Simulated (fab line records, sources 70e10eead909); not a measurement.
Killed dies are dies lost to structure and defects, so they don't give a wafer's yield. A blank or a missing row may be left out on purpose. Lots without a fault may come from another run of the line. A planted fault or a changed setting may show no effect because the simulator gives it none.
One fault seen from 3 desks | flow nand_harc | each desk has only its own numbers; what lay behind them comes last

THE TOOL OWNER'S DESK: rie_diel-01
The tool's own readings at NHARC_P_M2_ETCH_28 (etches the open film in CF4/N2, target depth 30 nm, time 72.99 s): means of the sampled wafers that have a number, for each lot that ran on this tool. A lot is out of limits, marked OUT, if its mean lies more than 4 standard deviations from the usual mean; the brackets give that distance.
Columns: A = drypump_motor_current_A at NHARC_P_M2_ETCH_28, usual 5.7 A; B = oes_product_au at NHARC_P_M2_ETCH_28, usual 1.001 a.u.; C = rf_vpp_V at NHARC_P_M2_ETCH_28, usual 312.9 V; D = showerhead_plenum_p_Torr at NHARC_P_M2_ETCH_28, usual 2.55 Torr; E = throttle_valve_pct at NHARC_P_M2_ETCH_28, usual 19.795 %
lot  | first seen here | A   | B                | C     | D    | E
L227 | day 8 12:03     | 5.8 | 1.001            | 312.6 | 2.51 | 19.789
L230 | day 10 00:34    | 5.8 | 0.915 (-8.6) OUT | 312.3 | 2.47 | 19.794
L238 | day 13 04:31    | 5.9 | 1.002            | 312.5 | 2.51 | 19.800
This desk's finding: out of limits on L230; first on L230, day 10 00:34 (oes_product_au at NHARC_P_M2_ETCH_28). In limits: L227, L238.

THE DEFECT DESK
What the inspections along the route counted, lot by lot: means of the sampled wafers that have a number. A lot is out of limits, marked OUT, if its mean lies more than 4 standard deviations from the usual mean; the brackets give that distance.
Columns: A = raw_defect_count at NHARC_P_M2_INSPECT_11, usual 5.1
lot  | first seen here | A
L224 | day 7 03:01     | 10.3
L227 | day 8 11:20     | 3.7
L230 | day 9 23:53     | 10.7
L238 | day 13 03:49    | 3.3
L239 | day 13 07:23    | 3.7
This desk's finding: nothing out of limits on any of the 5 lots.

THE METROLOGY DESK
What the gauges read, lot by lot, whatever tool the lot ran on: means of the sampled wafers that have a number. A lot is out of limits, marked OUT, if its mean lies more than 4 standard deviations from the usual mean; the brackets give that distance.
Columns: A = cd_nm at NHARC_P_M2_CD_MEAS_09, usual 170.3 nm; B = overlay_x_nm at NHARC_P_M2_OVL_MEAS_10, usual 0.0 nm; C = overlay_y_nm at NHARC_P_M2_OVL_MEAS_10, usual 0.1 nm; D = cd_nm at NHARC_P_M2_CD_MEAS_16, usual 170.3 nm
lot  | first seen here | A     | B    | C    | D
L224 | day 7 02:53     | 169.8 | 2.5  | 1.0  | 170.0
L227 | day 8 11:13     | 170.1 | -1.3 | 0.1  | 169.9
L230 | day 9 23:46     | 169.9 | 0.7  | -0.5 | 170.0
L238 | day 13 03:41    | 170.6 | -1.0 | -0.0 | 170.9
L239 | day 13 07:16    | 170.5 | -0.4 | 1.0  | 170.5
This desk's finding: nothing out of limits on any of the 5 lots.

PUT TOGETHER
The tool owner's desk could have raised an alarm at day 10 00:34, on L230.
The defect desk saw nothing out of limits.
The metrology desk saw nothing out of limits.
The defect desk has L230 on record, within its limits.
The metrology desk has L230 on record, within its limits.
Of the lots named, all ran NHARC_P_M2_ETCH_28 on rie_diel-01.

WHAT THE SIMULATOR HAD PUT IN
Process parameter drift: rie_diel-01, from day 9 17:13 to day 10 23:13, at NHARC_P_M2_ETCH_28. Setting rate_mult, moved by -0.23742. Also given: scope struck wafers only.
Lots struck among those shown: L230.
Hours from the fault's start to each desk's first reading out of limits: the tool owner's desk, 7.
